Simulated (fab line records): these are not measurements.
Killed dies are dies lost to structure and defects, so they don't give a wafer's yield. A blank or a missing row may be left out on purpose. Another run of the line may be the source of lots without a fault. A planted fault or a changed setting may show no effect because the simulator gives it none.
fab line records	flow n5Finfet
record: lots: 12	wafers: 36	lastDay: 18
route steps=1938 shown DUMMY_GATE@215 TV_LITHO@1886 PASSIVATION@1905
lots that met no fault: from a run of the same line without faults
startH: hours from the record's first day to the start of the lot's first wafer shown	waitH: time in hours since the lot's previous step	" same as the row above	L1.1+2: a single row standing in for several wafers	- no value, or no start given	* or withheld: withheld	< > ~ a bound
route shown NAME@n: NAME is a module with steps in the file, n the number in the route of the first one	usual: average and standard deviation across the fault-free wafers	same: alike in all rows	chamber/n: place in a boat	sites: the reading at each site	_std_site: the values' standard deviation	_edge_site: the outer-site mean with the inner-site mean subtracted	radiusMm: for every site, how far away it sits from the centre of the wafer	mask NAME#n: copy n	behind: the tool/chamber that last shaped the wafer	hold: reason for holding the lot/hours on hold/outcome of the hold	device: whichever transistor did not switch (one of n, p or np)	end of line: tests run on the same wafers once the route is complete	a step given without rows: its recipe and nothing more	killed: at the first sort, the dies lost to defects and structure; wafer yield is something else	map: the dies of a wafer, with x for killed, . for not killed, _ for no die there
set.NAME: the setting the step ran with; set.NAME@STEP: the setting that earlier step ran with	model.NAME: the simulator's own value behind a step, which no gauge read
one table for each step of the route and one row for each wafer, over a sample of lots
services: when a tool's chamber went out of use (startH, in hours from the record's first day, below 0 if earlier), for how many hours, and the reason
== steps ==
step: N5_DUMMY_GATE_CVD_03
recipe: material: a-Si	targetThkA: 1500	tempC: 530	precursor: SiH4	timeS: 8042
lot.wafer	tool	chamber	startH	waitH
L637.3+4+5	lpcvd-02	1/75,1/79,1/84	51.55	0.1
L638.2+3+5	lpcvd-01	1/20,1/25,1/34	56.71	1.1
L639.3+4+6	lpcvd-02	0/100,0/104,0/114	63.33	0.1
L643.1+2+4	lpcvd-01	1/40,1/45,1/54	85.35	0.1
L646.1+2+6	lpcvd-01	0/40,0/45,0/64	104.66	0.1
L647.2+3+4	lpcvd-01	1/70,1/75,1/79	111.02	0.1
L648.2+3+4	lpcvd-01	0/20,0/25,0/29	115.67	0.1
L649.1+3+5	lpcvd-01	1/65,1/75,1/84	121.47	0.1
L651.1+2+4	lpcvd-01	1/40,1/45,1/54	134.26	0.1
L652.2+4+5	lpcvd-02	1/45,1/54,1/59	138.01	0.1
L653.1+2+3	lpcvd-01	0/40,0/45,0/50	144.90	0.1
L654.1+2+4	lpcvd-01	1/15,1/20,1/29	151.59	0.1
step: N5_PASSIVATION_DESCUM_12
recipe: chemistry: O2	timeS: 7.9	sourcePowerW: 50	biasPowerW: 20	pressureMtorr: 20	rfFrequencyHz: 2.712e+07	tempC: 40	o2FlowSccm: 225
usual: drypumpMotorCurrentA: 6.1/0.5	oesProductAu: 0.79/0.11	rfVppV: 242.8/1.3	showerheadPlenumPTorr: 2.07/0.067	throttleValvePct: 20.42/0.27
lot.wafer	tool	chamber	startH	waitH	drypumpMotorCurrentA	oesProductAu	rfHoursCounterH	rfVppV	showerheadPlenumPTorr	throttleValvePct
L638.2	rieDiel-06	2	287.93	0.2	6.7	0.69	246	241.5	1.98	20.71
L638.3	"	3	"	"	5.6	0.70	196	243.2	2.17	20.71
L638.5	"	1	"	"	5.8	0.76	-	240.5	2.01	20.21
L639.3	rieDiel-05	3	304.12	0.0	5.2	0.70	233	242.0	2.07	20.51
L639.4	"	1	"	"	5.7	0.67	240	242.8	1.97	20.66
L639.6	"	1	"	"	5.7	0.67	-	241.5	1.97	20.68
L637.3	rieDiel-06	3	309.07	0.0	5.6	0.70	201	244.6	2.17	20.74
L637.4	"	3	"	"	5.6	0.70	-	244.4	2.17	20.73
L637.5	"	0	"	"	6.4	0.87	-	242.1	2.13	20.24
L643.1	rieDiel-02	0	331.92	0.1	6.5	0.71	195	244.6	2.08	20.80
L643.2	"	2	"	"	5.9	0.98	2	242.1	2.05	20.22
L643.4	"	1	"	"	5.7	0.67	219	243.2	2.16	20.53
L646.1	rieDiel-02	3	339.77	0.0	6.6	0.74	159	241.2	2.00	20.74
L646.2	"	0	"	"	6.5	0.70	197	243.5	2.08	20.78
L646.6	"	2	"	"	5.9	0.97	-	243.3	2.05	20.21
L647.2	rieDiel-02	0	356.74	0.1	6.6	0.70	202	242.6	2.08	20.78
L647.3	"	3	"	"	6.5	0.75	164	241.7	2.00	20.74
L647.4	"	2	"	"	5.9	0.95	9	244.2	2.05	20.22
L651.1	rieDiel-05	0	362.05	0.0	5.9	0.84	62	242.7	2.12	20.00
L651.2	"	1	"	"	5.7	0.67	256	241.3	1.96	20.69
L651.4	"	0	"	"	5.9	0.84	-	244.9	2.12	20.02
L648.2	rieDiel-02	1	382.36	0.0	5.7	0.67	233	244.1	2.15	20.55
L648.3	"	3	"	"	6.5	0.73	172	242.0	2.00	20.72
L648.4	"	2	"	"	5.8	0.94	17	241.6	2.04	20.23
L649.1	rieDiel-02	3	385.25	0.0	6.5	0.73	173	242.6	2.00	20.75
L649.3	"	1	"	"	5.7	0.68	233	243.5	2.15	20.56
L649.5	"	0	"	"	6.6	0.71	-	242.8	2.07	20.82
L652.2	rieDiel-05	3	385.45	0.1	5.2	0.96	5	243.7	2.06	20.23
L652.4	"	3	"	"	5.2	0.96	-	242.0	2.06	20.21
L652.5	"	0	"	"	5.9	0.82	-	243.3	2.12	20.03
step: N5_PASSIVATION_CD_MEAS_30
recipe: targetCdNm: 4000	landingEnergyEv: 500	detector: seInlens	polarity: opening
usual: cdNm: 4000.9/1.6
same: landingEnergyEv: 500
lot.wafer	tool	chamber	startH	waitH	cdNm
L638.2	cdSem-01	0	289.35	-	4001.1
L638.3	"	0	"	"	4000.7
L638.5	"	0	"	"	3998.7
L639.3	cdSem-02	0	305.62	-	4000.5
L639.4	"	0	"	"	3998.9
L639.6	"	0	"	"	4001.0
L637.3	cdSem-02	0	310.53	-	4003.4
L637.4	"	0	"	"	4002.8
L637.5	"	0	"	"	4001.2
L643.1	cdSem-02	0	333.80	-	3999.7
L643.2	"	0	"	"	4001.8
L643.4	"	0	"	"	4001.0
L646.1	cdSem-03	0	341.51	-	3998.7
L646.2	"	0	"	"	4000.9
L646.6	"	0	"	"	4000.8
L647.2	cdSem-01	0	358.79	-	4001.5
L647.3	"	0	"	"	4003.0
L647.4	"	0	"	"	4001.8
L651.1	cdSem-02	0	363.83	-	4005.7
L651.2	"	0	"	"	4002.6
L651.4	"	0	"	"	3999.4
L648.2	cdSem-02	0	383.81	-	3999.8
L648.3	"	0	"	"	4001.6
L648.4	"	0	"	"	4003.3
L649.1	cdSem-02	0	386.95	-	4000.7
L649.3	"	0	"	"	3999.6
L649.5	"	0	"	"	4002.0
L652.2	cdSem-01	0	387.11	-	3999.2
L652.4	"	0	"	"	4001.5
L652.5	"	0	"	"	4002.0
step: N5_PASSIVATION_DESCUM_46
recipe: chemistry: O2	timeS: 7.9	sourcePowerW: 50	biasPowerW: 20	pressureMtorr: 20	rfFrequencyHz: 2.712e+07	tempC: 40	o2FlowSccm: 225
usual: drypumpMotorCurrentA: 5.49/0.29	oesProductAu: 0.84/0.084	rfVppV: 243.3/1.6	showerheadPlenumPTorr: 2.11/0.085	throttleValvePct: 20.26/0.25
lot.wafer	tool	chamber	startH	waitH	drypumpMotorCurrentA	oesProductAu	rfHoursCounterH	rfVppV	showerheadPlenumPTorr	throttleValvePct
L638.2	rieDiel-01	2	291.88	0.4	5.78	0.71	221	242.2	1.98	20.52
L638.3	"	1	"	"	5.65	1.02	0	244.5	2.24	20.03
L638.5	"	1	"	"	5.63	1.02	-	244.9	2.24	20.02
L639.3	rieDiel-01	2	307.53	0.0	5.78	0.70	227	241.4	1.98	20.52
L639.4	"	2	"	"	5.78	0.70	-	240.8	1.98	20.54
L639.6	"	1	"	"	5.66	0.96	-	246.0	2.24	20.03
L637.3	rieDiel-01	3	312.68	0.3	5.22	0.81	87	242.1	2.01	20.19
L637.4	"	1	"	"	5.62	0.95	8	244.5	2.24	20.04
L637.5	"	3	"	"	5.26	0.81	-	242.9	2.01	20.18
L643.1	rieDiel-03	1	335.95	0.0	5.84	0.90	33	243.2	2.14	20.42
L643.2	"	3	"	"	5.45	0.80	107	243.6	2.13	20.68
L643.4	"	2	"	"	4.93	0.84	71	244.7	2.22	20.57
L646.1	rieDiel-04	2	343.62	0.3	5.38	0.88	48	242.2	2.04	19.97
L646.2	"	1	"	"	5.89	0.95	3	245.6	2.22	20.06
L646.6	"	0	"	"	5.51	0.95	-	242.0	2.05	19.99
L647.2	rieDiel-03	0	360.61	0.0	5.82	0.85	66	243.0	2.12	19.93
L647.3	"	1	"	"	5.82	0.88	41	244.9	2.13	20.44
L647.4	"	0	"	"	5.84	0.85	-	242.9	2.12	19.90
L651.1	rieDiel-01	1	366.26	0.1	5.63	0.90	28	246.0	2.23	20.08
L651.2	"	3	"	"	5.22	0.79	105	241.8	2.00	20.21
L651.4	"	2	"	"	5.76	0.69	249	242.1	1.97	20.56
L648.2	rieDiel-03	0	385.79	0.1	5.82	0.85	74	243.1	2.12	19.93
L648.3	"	1	"	"	5.85	0.86	48	244.0	2.13	20.47
L648.4	"	3	"	"	5.43	0.78	122	243.7	2.13	20.71
L649.1	rieDiel-03	0	388.83	0.0	5.83	0.84	75	241.7	2.11	19.92
L649.3	"	2	"	"	4.92	0.82	85	245.2	2.22	20.59
L649.5	"	2	"	"	4.93	0.82	-	246.9	2.21	20.59
L652.2	rieDiel-01	3	389.48	0.4	5.24	0.78	114	242.2	2.00	20.22
L652.4	"	1	"	"	5.64	0.88	-	246.5	2.23	20.07
L652.5	"	3	"	"	5.26	0.79	-	241.9	2.00	20.24
step: N5_PASSIVATION_PROBE_49
usual: killed_at_M0_to_M3: 33/11	killed_at_M4_up: 15/6.2	killedAtContacts: 13/6.5	killedAtFrontEnd: 38/11	killedAtOther: 3.4/2.6	killedDies: 102/17	killedOnRim: 13/4.1	killedOpen: 67/12	killedShort: 34/7.9
same: grossDies: 1180	killedAtBackSide: 0
lot.wafer	tool	chamber	startH	waitH	killed_at_M0_to_M3	killed_at_M4_up	killedAtContacts	killedAtFrontEnd	killedAtOther	killedDies	killedOnRim	killedOpen	killedShort
L638.2	prober-02	-	295.00	0.1	49	14	20	45	3	131	16	90	41
L638.3	prober-02	-	295.05	0.1	43	23	15	43	5	129	14	85	43
L638.5	prober-02	-	295.15	0.2	44	21	20	29	2	116	11	75	39
L639.3	prober-02	-	310.72	0.1	73	15	13	30	3	134	17	84	47
L639.4	prober-02	-	310.77	0.2	53	10	20	38	3	124	16	70	51
L639.6	prober-02	-	310.87	0.3	33	12	8	30	4	87	9	61	25
L637.3	prober-02	-	315.83	0.1	21	14	18	32	5	90	9	57	31
L637.4	prober-02	-	315.88	0.2	54	11	9	31	6	111	12	71	36
L637.5	prober-02	-	315.93	0.2	37	15	7	28	5	92	14	62	28
L643.1	prober-02	-	340.37	0.0	34	26	12	44	9	125	17	85	40
L643.2	prober-02	-	340.42	0.1	39	18	14	39	5	115	17	82	30
L643.4	prober-02	-	340.52	0.2	37	8	14	49	9	117	12	63	51
L646.1	prober-02	-	346.66	0.0	48	15	13	22	1	99	14	66	33
L646.2	prober-02	-	346.71	0.1	40	23	7	32	2	104	14	65	39
L646.6	prober-02	-	346.91	0.3	25	29	16	43	1	114	15	82	32
L647.2	prober-02	-	363.71	0.1	31	11	11	34	1	88	9	56	32
L647.3	prober-02	-	363.76	0.1	29	12	6	46	5	98	8	65	31
L647.4	prober-02	-	363.81	0.2	30	3	4	71	1	109	17	65	43
L651.1	prober-01	-	369.30	0.0	21	17	3	41	0	82	12	45	34
L651.2	prober-01	-	369.35	0.1	34	10	9	48	3	104	20	65	37
L651.4	prober-01	-	369.45	0.2	23	16	11	63	3	116	20	74	42
L648.2	prober-02	-	388.89	0.1	25	9	5	29	4	72	7	40	28
L648.3	prober-02	-	388.94	0.1	30	18	18	25	3	94	17	64	29
L648.4	prober-02	-	388.99	0.2	31	6	17	36	1	91	13	63	28
L649.1	prober-01	-	391.87	0.0	25	13	8	33	1	80	7	57	23
L649.3	prober-01	-	391.97	0.1	34	12	9	37	1	93	10	66	27
L649.5	prober-01	-	392.07	0.2	32	14	7	31	5	89	12	64	25
L652.2	prober-02	-	392.57	0.1	27	21	9	42	4	103	7	73	26
L652.4	prober-02	-	392.67	0.2	20	26	14	55	7	122	19	73	47
L652.5	prober-02	-	392.72	0.2	23	21	23	41	0	108	10	81	27
L653.1	prober-02	-	420.13	0.0	39	22	6	1112	1	1180	152	75	41
L653.2	prober-02	-	420.18	0.1	34	20	9	1113	4	1180	152	66	46
L653.3	prober-02	-	420.23	0.1	38	27	14	1101	0	1180	152	68	37
L654.1	prober-02	-	435.84	0.0	26	12	16	1122	4	1180	152	72	28
L654.2	prober-02	-	435.89	0.1	39	10	19	1107	5	1180	152	73	45
L654.4	prober-02	-	435.99	0.2	33	5	17	1124	1	1180	152	63	31
killed by level:class
L638.2 MOL_CONTACT_COAG:geometricParticle:open=14 STI_FIN_REVEAL:geometricParticle:open=13 BEOL_M0_SAQP:geometricParticle:open=11 BEOL_M0_SAQP:geometricParticle:short=11 BEOL_M1:geometricParticle:open=9 BEOL_M2:geometricParticle:open=9 BEOL_M0:geometricParticle:open=6 BEOL_M4:geometricParticle:open=6
L638.3 FIN_SAQP:geometricParticle:short=11 MOL_CONTACT_COAG:geometricParticle:open=11 FIN_SAQP:geometricParticle:open=10 BEOL_M0_SAQP:geometricParticle:open=10 BEOL_M4:geometricParticle:open=9 BEOL_M0_SAQP:geometricParticle:short=9 BEOL_M1:geometricParticle:open=8 STI_FIN_REVEAL:geometricParticle:open=6
L638.5 MOL_CONTACT_COAG:geometricParticle:open=15 BEOL_M0_SAQP:geometricParticle:open=15 BEOL_M0_SAQP:geometricParticle:short=14 BEOL_M4:geometricParticle:open=8 FIN_SAQP:geometricParticle:short=7 BEOL_M3:geometricParticle:open=6 MOL_CONTACT_COAG:geometricParticle:short=5 DUMMY_GATE:geometricParticle:open=4
L639.3 BEOL_M0_SAQP:geometricParticle:open=19 BEOL_M0_SAQP:geometricParticle:short=14 BEOL_M2:geometricParticle:open=12 MOL_CONTACT_COAG:geometricParticle:open=11 BEOL_M1:geometricParticle:open=11 BEOL_M4:geometricParticle:short=7 BEOL_M3:geometricParticle:open=6 BEOL_M4:geometricParticle:open=6
L639.4 MOL_CONTACT_COAG:geometricParticle:open=18 BEOL_M2:geometricParticle:open=13 FIN_SAQP:geometricParticle:short=8 BEOL_M0_SAQP:geometricParticle:short=7 BEOL_M0_SAQP:geometricParticle:open=6 BEOL_M2:geometricParticle:short=6 STI_FIN_REVEAL:geometricParticle:open=5 GATE_CUT:geometricParticle:short=5
L639.6 STI_FIN_REVEAL:geometricParticle:open=12 BEOL_M0_SAQP:geometricParticle:short=9 MOL_CONTACT_COAG:geometricParticle:open=7 BEOL_M0_SAQP:geometricParticle:open=7 BEOL_M2:geometricParticle:open=6 BEOL_M4:geometricParticle:open=5 BEOL_M1:geometricParticle:open=4 FIN_SAQP:geometricParticle:short=3
L637.3 MOL_CONTACT_COAG:geometricParticle:open=14 FIN_SAQP:geometricParticle:open=7 BEOL_M2:geometricParticle:open=6 FIN_SAQP:geometricParticle:short=5 BEOL_M0_SAQP:geometricParticle:short=5 STI_FIN_REVEAL:geometricParticle:short=4 BEOL_M4:geometricParticle:open=4 BEOL_M5:geometricParticle:open=4
L637.4 BEOL_M0_SAQP:geometricParticle:open=15 BEOL_M0_SAQP:geometricParticle:short=13 BEOL_M3:geometricParticle:open=13 MOL_CONTACT_COAG:geometricParticle:open=7 GATE_CUT:geometricParticle:short=6 BEOL_M1:geometricParticle:open=6 FIN_SAQP:geometricParticle:open=5 GATE_CUT:geometricParticle:open=5
L637.5 GATE_CUT:geometricParticle:open=9 BEOL_M0_SAQP:geometricParticle:open=9 BEOL_M0_SAQP:geometricParticle:short=9 BEOL_M2:geometricParticle:open=7 BEOL_M3:geometricParticle:open=6 BEOL_M1:geometricParticle:open=5 BEOL_M4:geometricParticle:open=5 BEOL_M5:geometricParticle:open=5
L643.1 BEOL_M4:geometricParticle:open=15 STI_FIN_REVEAL:geometricParticle:open=11 MOL_CONTACT_COAG:geometricParticle:open=10 FIN_SAQP:geometricParticle:open=9 GATE_CUT:geometricParticle:short=7 BEOL_M0_SAQP:geometricParticle:open=6 BEOL_M0_SAQP:geometricParticle:short=6 BEOL_M0:geometricParticle:open=6
L643.2 MOL_CONTACT_COAG:geometricParticle:open=12 BEOL_M2:geometricParticle:open=12 FIN_SAQP:geometricParticle:open=11 BEOL_M3:geometricParticle:open=11 FIN_SAQP:geometricParticle:short=10 BEOL_M4:geometricParticle:open=8 BEOL_M0_SAQP:geometricParticle:short=6 BEOL_M0_SAQP:geometricParticle:open=6
L643.4 FIN_SAQP:geometricParticle:short=17 FIN_SAQP:geometricParticle:open=13 BEOL_M0_SAQP:geometricParticle:short=9 MOL_CONTACT_COAG:geometricParticle:open=8 BEOL_M3:geometricParticle:open=8 MOL_CONTACT_COAG:geometricParticle:short=6 BEOL_M0_SAQP:geometricParticle:open=6 BEOL_M5:geometricParticle:open=6
L646.1 BEOL_M3:geometricParticle:open=12 MOL_CONTACT_COAG:geometricParticle:open=11 BEOL_M1:geometricParticle:open=8 FIN_SAQP:geometricParticle:short=7 BEOL_M1:geometricParticle:short=6 BEOL_M4:geometricParticle:open=6 BEOL_M3:geometricParticle:short=5 FIN_SAQP:geometricParticle:open=4
L646.2 FIN_SAQP:geometricParticle:short=13 BEOL_M4:geometricParticle:open=11 BEOL_M0_SAQP:geometricParticle:open=7 BEOL_M3:geometricParticle:open=7 STI_FIN_REVEAL:geometricParticle:open=6 MOL_CONTACT_COAG:geometricParticle:open=6 BEOL_M0_SAQP:geometricParticle:short=5 BEOL_M2:geometricParticle:open=5
L646.6 BEOL_M4:geometricParticle:open=19 MOL_CONTACT_COAG:geometricParticle:open=15 BEOL_M1:geometricParticle:open=9 FIN_SAQP:geometricParticle:short=8 FIN_SAQP:geometricParticle:open=7 DUMMY_GATE:geometricParticle:open=7 GATE_CUT:geometricParticle:short=6 BEOL_M0_SAQP:geometricParticle:open=5
L647.2 GATE_CUT:geometricParticle:short=9 MOL_CONTACT_COAG:geometricParticle:open=8 BEOL_M0_SAQP:geometricParticle:open=8 GATE_CUT:geometricParticle:open=6 BEOL_M1:geometricParticle:open=6 STI_FIN_REVEAL:geometricParticle:open=5 BEOL_M0_SAQP:geometricParticle:short=5 BEOL_M2:geometricParticle:open=5
L647.3 GATE_CUT:geometricParticle:short=13 BEOL_M3:geometricParticle:open=9 FIN_SAQP:geometricParticle:short=8 FIN_SAQP:geometricParticle:open=7 GATE_CUT:geometricParticle:open=7 BEOL_M4:geometricParticle:open=7 BEOL_M1:geometricParticle:open=6 MOL_CONTACT_COAG:geometricParticle:open=5
L647.4 STI_FIN_REVEAL:geometricParticle:open=17 FIN_SAQP:geometricParticle:open=12 FIN_SAQP:geometricParticle:short=10 BEOL_M0_SAQP:geometricParticle:open=9 BEOL_M0_SAQP:geometricParticle:short=8 GATE_CUT:geometricParticle:short=7 GATE_CUT:geometricParticle:open=6 STI_FIN_REVEAL:geometricParticle:short=5
L651.1 FIN_SAQP:geometricParticle:short=6 BEOL_M3:geometricParticle:open=6 STI_FIN_REVEAL:geometricParticle:open=5 FIN_SAQP:geometricParticle:open=4 STI_FIN_REVEAL:geometricParticle:short=4 ILD0:geometricParticle:short=4 BEOL_M0_SAQP:geometricParticle:short=4 BEOL_M6:geometricParticle:open=4
L651.2 STI_FIN_REVEAL:geometricParticle:open=14 BEOL_M0_SAQP:geometricParticle:open=11 BEOL_M0_SAQP:geometricParticle:short=9 MOL_CONTACT_COAG:geometricParticle:open=8 GATE_CUT:geometricParticle:short=6 GATE_CUT:geometricParticle:open=5 FIN_SAQP:geometricParticle:short=4 DUMMY_GATE:geometricParticle:open=4
L651.4 FIN_SAQP:geometricParticle:open=11 FIN_SAQP:geometricParticle:short=10 GATE_CUT:geometricParticle:short=10 BEOL_M3:geometricParticle:open=9 MOL_CONTACT_COAG:geometricParticle:open=9 DUMMY_GATE:geometricParticle:open=8 BEOL_M4:geometricParticle:open=7 STI_FIN_REVEAL:geometricParticle:open=6
L648.2 FIN_SAQP:geometricParticle:short=10 FIN_SAQP:geometricParticle:open=8 BEOL_M0:geometricParticle:short=7 DUMMY_GATE:geometricParticle:open=4 BEOL_M0:geometricParticle:open=4 MOL_CONTACT_COAG:geometricParticle:open=3 BEOL_M3:geometricParticle:open=3 BEOL_M0_SAQP:geometricParticle:open=3
L648.3 MOL_CONTACT_COAG:geometricParticle:open=16 BEOL_M2:geometricParticle:open=9 BEOL_M0_SAQP:geometricParticle:open=8 DUMMY_GATE:geometricParticle:open=7 BEOL_M4:geometricParticle:open=7 BEOL_M0_SAQP:geometricParticle:short=5 FIN_SAQP:geometricParticle:short=4 FIN_SAQP:geometricParticle:open=3
L648.4 MOL_CONTACT_COAG:geometricParticle:open=15 FIN_SAQP:geometricParticle:open=14 BEOL_M2:geometricParticle:open=10 FIN_SAQP:geometricParticle:short=8 BEOL_M1:geometricParticle:open=6 STARTING-WAFER:geometricParticle:short=5 BEOL_M0_SAQP:geometricParticle:short=4 BEOL_M3:geometricParticle:open=4
L649.1 STI_FIN_REVEAL:geometricParticle:open=10 FIN_SAQP:geometricParticle:open=7 MOL_CONTACT_COAG:geometricParticle:open=7 BEOL_M1:geometricParticle:open=5 BEOL_M2:geometricParticle:open=5 BEOL_M0_SAQP:geometricParticle:short=4 BEOL_M3:geometricParticle:open=4 ILD0:geometricParticle:short=3
L649.3 STI_FIN_REVEAL:geometricParticle:open=11 BEOL_M1:geometricParticle:open=11 MOL_CONTACT_COAG:geometricParticle:open=8 BEOL_M2:geometricParticle:open=8 BEOL_M2:geometricParticle:short=6 FIN_SAQP:geometricParticle:short=5 DUMMY_GATE:geometricParticle:open=5 BEOL_M1:geometricParticle:short=5
L649.5 BEOL_M0_SAQP:geometricParticle:open=8 BEOL_M1:geometricParticle:open=8 STARTING-WAFER:geometricParticle:open=7 MOL_CONTACT_COAG:geometricParticle:open=5 STI_FIN_REVEAL:geometricParticle:open=4 GATE_CUT:geometricParticle:short=4 BEOL_M1:geometricParticle:short=4 BEOL_M3:geometricParticle:open=4
L652.2 BEOL_M2:geometricParticle:open=11 BEOL_M4:geometricParticle:open=11 STI_FIN_REVEAL:geometricParticle:open=8 BEOL_M0_SAQP:geometricParticle:open=7 GATE_CUT:geometricParticle:short=7 FIN_SAQP:geometricParticle:open=6 MOL_CONTACT_COAG:geometricParticle:open=6 BEOL_M0_SAQP:geometricParticle:short=4
L652.4 BEOL_M4:geometricParticle:open=16 FIN_SAQP:geometricParticle:short=12 MOL_CONTACT_COAG:geometricParticle:open=11 GATE_CUT:geometricParticle:short=10 FIN_SAQP:geometricParticle:open=8 STI_FIN_REVEAL:geometricParticle:open=7 BEOL_M0_SAQP:geometricParticle:short=5 BEOL_M2:geometricParticle:open=4
L652.5 MOL_CONTACT_COAG:geometricParticle:open=19 BEOL_M4:geometricParticle:open=16 FIN_SAQP:geometricParticle:open=11 GATE_CUT:geometricParticle:short=9 BEOL_M2:geometricParticle:open=9 STI_FIN_REVEAL:geometricParticle:open=7 STARTING-WAFER:geometricParticle:open=6 MOL_CONTACT_COAG:geometricParticle:short=4
L653.1 DUMMY_GATE:areaCvd=1062 BEOL_M4:geometricParticle:open=15 GATE_CUT:geometricParticle:short=13 FIN_SAQP:geometricParticle:short=11 BEOL_M0_SAQP:geometricParticle:open=11 BEOL_M2:geometricParticle:open=9 DUMMY_GATE:geometricParticle:open=8 BEOL_M3:geometricParticle:open=7
L653.2 DUMMY_GATE:areaCvd=1067 FIN_SAQP:geometricParticle:short=17 BEOL_M4:geometricParticle:open=11 BEOL_M3:geometricParticle:open=8 FIN_SAQP:geometricParticle:open=7 BEOL_M0_SAQP:geometricParticle:short=7 MOL_CONTACT_COAG:geometricParticle:open=7 GATE_CUT:geometricParticle:short=6
L653.3 DUMMY_GATE:areaCvd=1072 MOL_CONTACT_COAG:geometricParticle:open=12 BEOL_M0_SAQP:geometricParticle:short=11 BEOL_M2:geometricParticle:open=9 BEOL_M0_SAQP:geometricParticle:open=6 FIN_SAQP:geometricParticle:open=5 FIN_SAQP:geometricParticle:short=5 DUMMY_GATE:geometricParticle:open=5
L654.1 DUMMY_GATE:areaCvd=1080 FIN_SAQP:geometricParticle:open=13 MOL_CONTACT_COAG:geometricParticle:open=11 BEOL_M2:geometricParticle:open=10 BEOL_M4:geometricParticle:open=6 FIN_SAQP:geometricParticle:short=5 GATE_CUT:geometricParticle:short=5 GATE_CUT:geometricParticle:open=5
L654.2 DUMMY_GATE:areaCvd=1060 MOL_CONTACT_COAG:geometricParticle:open=16 FIN_SAQP:geometricParticle:short=13 FIN_SAQP:geometricParticle:open=9 GATE_CUT:geometricParticle:short=9 BEOL_M2:geometricParticle:open=9 BEOL_M3:geometricParticle:open=8 BEOL_M1:geometricParticle:open=7
L654.4 DUMMY_GATE:areaCvd=1083 MOL_CONTACT_COAG:geometricParticle:open=14 FIN_SAQP:geometricParticle:open=9 BEOL_M2:geometricParticle:open=7 STI_FIN_REVEAL:geometricParticle:open=6 BEOL_M0_SAQP:geometricParticle:short=6 FIN_SAQP:geometricParticle:short=5 BEOL_M0_SAQP:geometricParticle:open=5
== services ==
tool	chamber	startH	hours	kind
rieDiel-02	3	30.39	2.3	repair
rieDiel-05	2	30.47	19.7	repair
rieDiel-01	-	37.50	1.2	repair
rieDiel-05	-	51.87	28.1	pm
rieDiel-02	0	52.41	13.2	repair
rieDiel-01	-	59.04	2.4	repair
rieDiel-01	3	71.90	8.0	repair
rieDiel-02	1	93.14	16.4	repair
rieDiel-01	1	97.91	3.7	repair
rieDiel-01	0	130.07	9.3	repair
rieDiel-01	-	130.59	0.9	repair
rieDiel-03	-	149.57	2.8	pm
lpcvd-01	-	192.28	0.8	repair
lpcvd-02	-	196.66	2.7	repair
rieDiel-05	1	198.10	1.3	repair
rieDiel-06	3	216.58	5.0	repair
lpcvd-01	-	221.92	2.8	pm
rieDiel-01	3	236.72	4.0	repair
rieDiel-06	1	240.99	8.6	repair
rieDiel-03	0	285.15	18.7	repair
lpcvd-01	-	330.58	1.4	repair
lpcvd-01	-	359.16	0.6	repair
rieDiel-03	2	360.21	3.0	repair
rieDiel-05	2	361.93	29.1	repair
== key ==
firstSign: step: N5_PASSIVATION_PROBE_49	reading: killedAtFrontEnd	direction: up	sigmas: 99+	usual: 38	struck: 1113
effect: step: N5_PASSIVATION_PROBE_49	reading: killedDies	direction: up	sigmas: 65	usual: 102	struck: 1180
moreKillsBornAt: N5_DUMMY_GATE_CVD_03@lpcvd-01: 6424
metAt N5_DUMMY_GATE_CVD_03
struckLots L653,L654
laterRowsLeftOut L653.1,L653.2,L653.3,L654.1,L654.2,L654.4
testerLeftOut L653,L654
notActingAt N5_PASSIVATION_DESCUM_12,N5_PASSIVATION_CD_MEAS_30,N5_PASSIVATION_DESCUM_46
onsetBetween 134.26 144.90
alsoFits time
fault: kind: processParameterDrift	tool: lpcvd-01	chamber: -	onsetH: 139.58	steps: N5_DUMMY_GATE_CVD_03	channel: timeS	offset: *	shape: step	endH: 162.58	actsIn: *	stated: *
testerLeftOut: of these lots the tester's yield and bins aren't shown, on N5 and GAA mostly nor the transistor test; their killed dies are dies lost to structure and defects alone, not to doping, threshold or leakage, so they don't give the yield
laterRowsLeftOut: the simulator's readings of these wafers behind a module that went badly wrong aren't trusted and aren't shown, but for the sort
